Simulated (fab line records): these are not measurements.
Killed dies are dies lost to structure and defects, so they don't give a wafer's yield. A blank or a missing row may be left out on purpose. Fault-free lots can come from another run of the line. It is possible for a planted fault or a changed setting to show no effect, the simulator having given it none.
2 desks looking at one fault / flow nand harc / only its own numbers are on each desk; what lay behind them is given at the end

## THE TOOL OWNER'S DESK: litho track-06
The tool's own readings at NHARC_P_M2_SOFTBAKE_04 (time 55 s): means of the sampled wafers that have a number, for each lot that ran on this tool. A lot is out of limits, marked OUT, if its mean lies more than 4 standard deviations from the usual mean; the brackets give that distance.
Columns: A = heater power total W at NHARC_P_M2_SOFTBAKE_04, usual 188.45 W; B = plate temp C at NHARC_P_M2_SOFTBAKE_04, usual 105.00 C
lot=L289; first seen here=day 6 21:00; A=188.35; B=105.13
lot=L299; first seen here=day 11 11:00; A=188.56; B=104.88
lot=L300; first seen here=day 11 12:00; A=188.39; B=104.95
lot=L306; first seen here=day 14 01:00; A=191.01 (+20) OUT; B=106.16 (+8.3) OUT
lot=L307; first seen here=day 14 10:00; A=190.88 (+19) OUT; B=105.92 (+6.6) OUT
This desk's verdict: out of limits on L306, L307, starting with L306 at day 14 01:00 (heater power total W at NHARC_P_M2_SOFTBAKE_04). L289, L299, L300 stayed within limits.

## AT THE METROLOGY DESK
What the gauges read, lot by lot, whatever tool the lot ran on: means of the sampled wafers that have a number. A lot is out of limits, marked OUT, if its mean lies more than 4 standard deviations from the usual mean; the brackets give that distance.
Columns: A = thk nm at NHARC_P_M1_THK_MEAS_24, usual 157.8 nm
lot=L289; first seen here=day 6 20:24; A=159.5
lot=L290; first seen here=day 7 01:37; A=155.9
lot=L291; first seen here=day 7 13:32; A=157.6
lot=L292; first seen here=day 8 01:06; A=157.3
lot=L293; first seen here=day 8 08:43; A=156.5
lot=L294; first seen here=day 8 21:43; A=156.6
lot=L295; first seen here=day 9 11:52; A=157.5
lot=L296; first seen here=day 9 17:45; A=158.7
lot=L299; first seen here=day 11 10:09; A=157.1
lot=L300; first seen here=day 11 11:19; A=159.1
lot=L306; first seen here=day 14 00:02; A=158.2
lot=L307; first seen here=day 14 08:55; A=156.7
lot=L311; first seen here=day 15 21:05; A=157.1
This desk's finding: nothing out of limits on any of the 13 lots.

## BROUGHT TOGETHER
At day 14 01:00, on L306, L307, the tool owner's desk was in a position to raise an alarm.
Metrology desk: nothing out of limits seen.
The metrology desk has L306, L307 on record, within its limits.
Of the lots named, all ran NHARC_P_M2_SOFTBAKE_04 on litho track-06.

## WHAT WAS PUT IN BY THE SIMULATOR
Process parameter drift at NHARC_P_M2_SOFTBAKE_04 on litho track-06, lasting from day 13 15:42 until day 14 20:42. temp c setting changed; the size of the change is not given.
Struck lots among those shown: L306, L307.
Hours from the fault's start to each desk's first reading out of limits: the tool owner's desk, 9.
